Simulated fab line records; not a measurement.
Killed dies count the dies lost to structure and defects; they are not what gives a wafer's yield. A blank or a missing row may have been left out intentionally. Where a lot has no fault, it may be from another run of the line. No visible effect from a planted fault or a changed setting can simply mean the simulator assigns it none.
Matching of chambers    flow n5Finfet    N5_BEOL_M15_DEP_53 on pecvd-03 has 3 sister chambers
The step deposits SiCN from 3MS/NH3, target thk 50 nm, time 17.8 s. 3 wafers are shown with their chamber, then 10 later ones without.

## WAFERS WITH THEIR CHAMBER
wafer   chamber  throttleValvePct (%)
L089.6  0        19.4
L092.5  2        16.1
L093.4  1        17.7

## WAFERS WHOSE CHAMBER IS MISSING
wafer   throttleValvePct (%)
L093.6  16.3
L094.4  16.1
L094.5  17.5
L094.6  19.1
L095.1  19.4
L095.3  16.3
L095.6  19.3
L097.1  17.5
L097.3  16.5
L097.6  16.1

## CHAMBER TAKEN BY EACH
wafer   from the rows above  in truth
L093.6  2                    2
L094.4  2                    2
L094.5  1                    1
L094.6  0                    0
L095.1  0                    0
L095.3  2                    2
L095.6  0                    0
L097.1  1                    1
L097.3  2                    2
L097.6  2                    2
Correct placement for 10 of the 10. From these rows, 0 cannot be placed. Wrongly placed: 0.
How it was worked out, from the rows above alone: a wafer's distance from a chamber is the root of the sum, over the readings, of the square of ((its reading less the chamber's mean) divided by the reading's scatter). If the next closest chamber is less than 2 further off than the closest, the wafer can't be placed; otherwise it belongs to the closest. Each chamber's mean is taken over the wafers shown for it. The scatter: root of mean squared gap, hidden wafer to nearest shown wafer, with one shown wafer a chamber.
